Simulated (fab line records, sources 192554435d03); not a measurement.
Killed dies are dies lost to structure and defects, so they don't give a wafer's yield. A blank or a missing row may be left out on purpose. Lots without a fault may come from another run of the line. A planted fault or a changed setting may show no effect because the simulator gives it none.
fab line records | flow n5_finfet
record lots=11 wafers=33 last_day=18
route steps=1938 shown MIM_TOP@1836 MIM_BOT_LITHO@1864 MIM_BOT_ETCH@1867
lots that met no fault: from a run of the same line without faults
start_h: hours from the record's first day to the start of the lot's first wafer shown | wait_h: hours since the lot's step before | " the same as in the row above | L1.1+2: a row that stands for several wafers | - no value, or no start given | * or withheld: withheld | < > ~ a bound
route shown NAME@n: a module of which the file shows steps, and the number in the route of the first | usual: mean/standard deviation of fault-free wafers | same: alike in all rows | chamber/n: place in a boat | sites: the reading at each site | _std_site: their standard deviation | _edge_site: outer sites' mean less inner sites' | radius_mm: how far each site lies from the wafer's centre | mask NAME#n: copy n | behind: the tool/chamber that last shaped the wafer | hold: why the lot was held/for how many hours/how that ended | device: the transistor (n, p or np) that didn't switch | end of line: the same wafers' tests at the end of the route | a step without rows: its recipe alone | killed: dies lost to structure and defects at the first sort, not the wafer's yield | map: a wafer's dies, x killed, . not, _ none there
set.NAME: the setting as run; set.NAME@STEP: as run at that earlier step | model.NAME: the simulator's own value behind a step, which no gauge read
steps of the route over a sample of lots; a table a step, a row a wafer
services: from which hour (start_h, from the record's first day; less than 0 if before it) a tool's chamber was out of use, for how many hours, and why
## steps
# step N5_MIM_TOP_ALD_02
# recipe material=Al2O3 target_thk_a=* temp_c=withheld ald_precursor_family=TMA ald_co_reactant=O3 pulse_time_s=withheld purge_time_s=3 co_reactant_purge_time_s=withheld co_reactant_pulse_time_s=3 ald_cycles=withheld
# usual precursor_pulse_height_rel=1.000/0.019
# columns lot.wafer tool chamber start_h wait_h precursor_pulse_height_rel
L538.1 ald_hk-01 1 - - 1.037
L538.4 " 3 " " 0.991
L538.5 " 3 " " 0.989
L535.3 ald_hk-02 2 - - 1.025
L535.5 " 0 " " 0.992
L535.6 " 3 " " 1.065
L537.1 ald_hk-02 0 - - 0.981
L537.5 " 1 " " 1.026
L537.6 " 2 " " 1.015
L544.1 ald_hk-01 3 - - 0.987
L544.4 " 1 " " 0.961
L544.5 " 1 " " 0.972
L547.3 ald_hk-01 3 - - 1.033
L547.5 " 3 " " 0.981
L547.6 " 0 " " 0.997
L546.1 ald_hk-03 0 - - 1.012
L546.3 " 3 " " 1.014
L546.4 " 2 " " 1.001
L552.1 ald_hk-03 1 - - 1.028
L552.4 " 3 " " 1.004
L552.5 " 3 " " 1.000
L553.1 ald_hk-01 3 - - 0.983
L553.4 " 0 " " 1.010
L553.6 " 3 " " 0.990
L556.1 ald_hk-03 2 - - 0.995
L556.3 " 1 " " 0.995
L556.5 " 2 " " 1.006
L555.3 ald_hk-02 0 - - 1.019
L555.5 " 1 " " 0.992
L555.6 " 0 " " 0.993
L557.2 ald_hk-02 3 - - 0.993
L557.4 " 2 " " 1.014
L557.6 " 1 " " 0.962
# step N5_MIM_BOT_LITHO_INSPECT_12
# recipe mode=adi inspect_instrument=macro
# usual raw_defect_count=2.2/1.4
# columns lot.wafer tool chamber start_h wait_h raw_defect_count
L538.1 defect_inspect-02 - 291.94 0.0 1
L538.4 " - " " 2
L538.5 " - " " 1
L535.3 defect_inspect-01 - 298.99 0.0 2
L535.5 " - " " 1
L535.6 " - " " 4
L537.1 defect_inspect-01 - 301.69 0.0 3
L537.5 " - " " 2
L537.6 " - " " 1
L544.1 defect_inspect-02 - 345.68 0.0 1
L544.4 " - " " 2
L544.5 " - " " 2
L547.3 defect_inspect-02 - 348.81 0.0 3
L547.5 " - " " 5
L547.6 " - " " 4
L546.1 defect_inspect-02 - 360.98 0.0 5
L546.3 " - " " 7
L546.4 " - " " 1
L552.1 defect_inspect-01 - 394.46 0.0 2
L552.4 " - " " 2
L552.5 " - " " 4
L553.1 defect_inspect-02 - 396.99 0.0 2
L553.4 " - " " 4
L553.6 " - " " 1
L556.1 defect_inspect-02 - 397.27 0.0 1
L556.3 " - " " 3
L556.5 " - " " 1
L555.3 defect_inspect-02 - 402.68 0.0 1
L555.5 " - " " 3
L555.6 " - " " 3
L557.2 defect_inspect-02 - 431.48 0.0 0
L557.4 " - " " 2
L557.6 " - " " 3
# step N5_MIM_BOT_ETCH_ETCH_03
# recipe chemistry=Cl2/BCl3 target_depth_a=120 pressure_mtorr=8 icp_w=800 bias_w=100 Cl2_flow_sccm=20 bcl3_flow_sccm=80
# usual drypump_motor_current_A=6.1/0.4 oes_product_au=0.74/0.074 rf_fwd_power_W=794.7/2.6 throttle_valve_pct=27.41/0.098
# columns lot.wafer tool chamber start_h wait_h drypump_motor_current_A oes_product_au rf_fwd_power_W rf_hours_counter_h throttle_valve_pct
L538.1 rie_metal-02 1 292.13 0.1 6.3 0.73 790.6 61 27.41
L538.4 " 1 " " 6.3 0.74 794.1 - 27.39
L538.5 " 1 " " 6.3 0.74 795.0 - 27.41
L535.3 rie_metal-02 0 299.20 0.1 6.5 0.69 791.5 - 27.37
L535.5 " 1 " " 6.3 0.74 790.5 - 27.40
L535.6 " 0 " " 6.5 0.69 792.0 - 27.36
L537.1 rie_metal-02 1 301.88 0.1 6.3 0.74 794.4 62 27.39
L537.5 " 1 " " 6.3 0.74 791.9 - 27.41
L537.6 " 0 " " 6.5 0.67 793.6 - 27.37
L544.1 rie_metal-02 0 346.07 0.1 6.5 0.59 606.7 87 27.36
L544.4 " 1 " " 6.3 0.72 793.1 - 27.41
L544.5 " 1 " " 6.3 0.72 792.7 - 27.40
L547.3 rie_metal-02 1 349.02 0.1 6.3 0.72 795.3 - 27.40
L547.5 " 0 " " 6.5 0.58 599.7 - 27.37
L547.6 " 1 " " 6.3 0.72 794.5 - 27.41
L546.1 rie_metal-02 1 361.21 0.1 6.3 0.72 796.6 67 27.42
L546.3 " 0 " " 6.6 0.58 603.1 - 27.38
L546.4 " 1 " " 6.3 0.72 793.9 - 27.40
L552.1 rie_metal-01 1 394.65 0.1 5.3 0.72 798.4 64 27.28
L552.4 " 1 " " 5.3 0.71 797.7 - 27.26
L552.5 " 1 " " 5.3 0.72 796.4 - 27.27
L553.1 rie_metal-01 1 397.35 0.1 5.3 0.71 793.7 64 27.28
L553.4 " 1 " " 5.3 0.72 795.3 - 27.27
L553.6 " 0 " " 5.8 0.82 795.1 - 27.38
L556.1 rie_metal-03 0 397.51 0.1 6.1 0.94 791.2 2 27.49
L556.3 " 1 " " 6.0 0.80 800.1 - 27.48
L556.5 " 0 " " 6.1 0.95 791.6 - 27.49
L555.3 rie_metal-01 1 402.90 0.1 5.3 0.71 793.0 - 27.26
L555.5 " 1 " " 5.3 0.71 791.6 - 27.28
L555.6 " 0 " " 5.8 0.82 796.7 - 27.42
L557.2 rie_metal-01 0 431.67 0.1 5.8 0.82 793.1 36 27.41
L557.4 " 0 " " 5.8 0.82 790.8 - 27.40
L557.6 " 0 " " 5.8 0.81 792.3 - 27.38
# step N5_MIM_BOT_ETCH_STRIP_01
# recipe chemistry=O2 power_w=600 temp_c=60 pressure_mtorr=30 rf_frequency_hz=6e+07 bias_power_w=0 overash_fraction=0.5 o2_flow_sccm=225
# usual drypump_motor_current_A=5.8/0.38 oes_product_au=0.80/0.076 rf_vpp_V=3.8/1.3 showerhead_plenum_p_Torr=2.11/0.07 throttle_valve_pct=16.72/0.27
# columns lot.wafer tool chamber start_h wait_h drypump_motor_current_A oes_product_au rf_hours_counter_h rf_vpp_V showerhead_plenum_p_Torr throttle_valve_pct
L538.1 rie_diel-01 2 292.36 0.1 5.8 0.69 226 3.9 2.16 16.96
L538.4 " 0 " " 5.5 0.82 73 3.2 2.03 16.91
L538.5 " 3 " " 6.1 0.85 - 5.5 2.04 16.21
L535.3 rie_diel-06 1 299.43 0.1 5.8 0.79 117 4.5 2.02 16.91
L535.5 " 0 " " 5.8 0.72 - 3.7 2.10 16.84
L535.6 " 3 " " 5.4 0.78 - 2.7 2.10 16.60
L537.1 rie_diel-01 1 302.12 0.1 5.5 0.76 149 2.9 2.10 16.43
L537.5 " 3 " " 6.1 0.84 - 6.7 2.04 16.26
L537.6 " 2 " " 5.8 0.69 - 3.3 2.16 16.97
L544.1 rie_diel-06 1 346.30 0.1 5.8 0.77 136 3.8 2.01 17.00
L544.4 " 0 " " 5.8 0.72 197 4.7 2.09 16.87
L544.5 " 1 " " 5.8 0.78 - 2.3 2.01 16.98
L547.3 rie_diel-06 3 349.37 0.2 5.4 0.77 147 3.8 2.10 16.60
L547.5 " 0 " " 5.8 0.72 - 2.6 2.09 16.87
L547.6 " 1 " " 5.7 0.76 - 4.5 2.01 16.96
L546.1 rie_diel-01 3 361.47 0.1 6.1 0.81 68 3.8 2.03 16.26
L546.3 " 1 " " 5.5 0.75 172 2.7 2.10 16.43
L546.4 " 0 " " 5.5 0.79 - 2.2 2.02 17.00
L552.1 rie_diel-01 3 394.88 0.1 6.1 0.81 83 2.4 2.02 16.28
L552.4 " 0 " " 5.5 0.79 113 4.1 2.02 16.97
L552.5 " 1 " " 5.5 0.75 - 5.4 2.09 16.49
L553.1 rie_diel-06 1 397.58 0.1 5.8 0.76 152 2.8 2.00 17.00
L553.4 " 3 " " 5.4 0.76 - 5.0 2.09 16.61
L553.6 " 1 " " 5.8 0.74 - 3.4 2.00 16.99
L556.1 rie_diel-01 3 397.74 0.1 6.1 0.80 84 2.5 2.02 16.28
L556.3 " 0 " " 5.4 0.78 114 4.4 2.02 16.96
L556.5 " 3 " " 6.1 0.81 - 2.8 2.02 16.32
L555.3 rie_diel-03 0 403.10 0.1 6.0 0.89 44 2.1 2.14 16.73
L555.5 " 1 " " 5.8 0.78 - 4.3 2.20 16.53
L555.6 " 0 " " 6.0 0.88 - 6.8 2.14 16.73
L557.2 rie_diel-03 1 431.91 0.1 5.8 0.78 124 3.5 2.20 16.52
L557.4 " 2 " " 5.7 0.73 195 5.9 2.18 16.98
L557.6 " 0 " " 6.0 0.89 - 3.4 2.14 16.76
## services
# columns tool chamber start_h hours kind
rie_diel-03 - 267.25 1.6 repair
rie_metal-01 0 302.31 5.3 repair
rie_diel-03 2 330.71 4.4 repair
ald_hk-02 - 333.87 0.7 repair
ald_hk-01 - 344.66 1.2 pm
rie_diel-01 2 357.51 - clean
rie_diel-01 2 357.51 - consumable_replace:focus_ring
rie_diel-01 2 357.51 16.1 scheduled_down
rie_diel-01 2 357.51 16.1 vent_cycle
ald_hk-03 - 361.64 0.7 repair
rie_metal-01 1 362.21 3.6 repair
rie_diel-06 - 370.27 2.8 pm
rie_diel-06 2 379.23 - clean
rie_diel-06 2 379.23 - consumable_replace:esc
rie_diel-06 2 379.23 - consumable_replace:focus_ring
rie_diel-06 2 379.23 23.6 scheduled_down
rie_diel-06 2 379.23 23.6 vent_cycle
rie_diel-06 1 389.46 5.7 repair
rie_diel-03 3 390.81 4.9 repair
ald_hk-01 - 394.91 3.3 repair
rie_metal-01 1 411.11 4.9 repair
rie_metal-02 1 422.00 2.2 repair
rie_metal-01 1 424.22 3.1 repair
rie_metal-02 0 427.75 - clean
## key
first_sign step=N5_MIM_BOT_ETCH_ETCH_03 reading=rf_fwd_power_W direction=down sigmas=74 usual=* struck=*
effect step=N5_MIM_BOT_ETCH_ETCH_03 reading=oes_product_au direction=down sigmas=2.2 usual=0.74 struck=0.58
met_at N5_MIM_BOT_ETCH_ETCH_03
struck_lots L544,L546,L547
struck_wafers L544.1,L546.3,L547.5
not_acting_at N5_MIM_TOP_ALD_02,N5_MIM_BOT_LITHO_INSPECT_12,N5_MIM_BOT_ETCH_STRIP_01
onset_between 301.88 346.07
fault kind=process_parameter_drift tool=rie_metal-02 chamber=0 onset_h=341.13 steps=N5_MIM_BOT_ETCH_ETCH_03 channel=icp_w offset=-192 shape=step end_h=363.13 acts_in=these_recipes_only stated=800
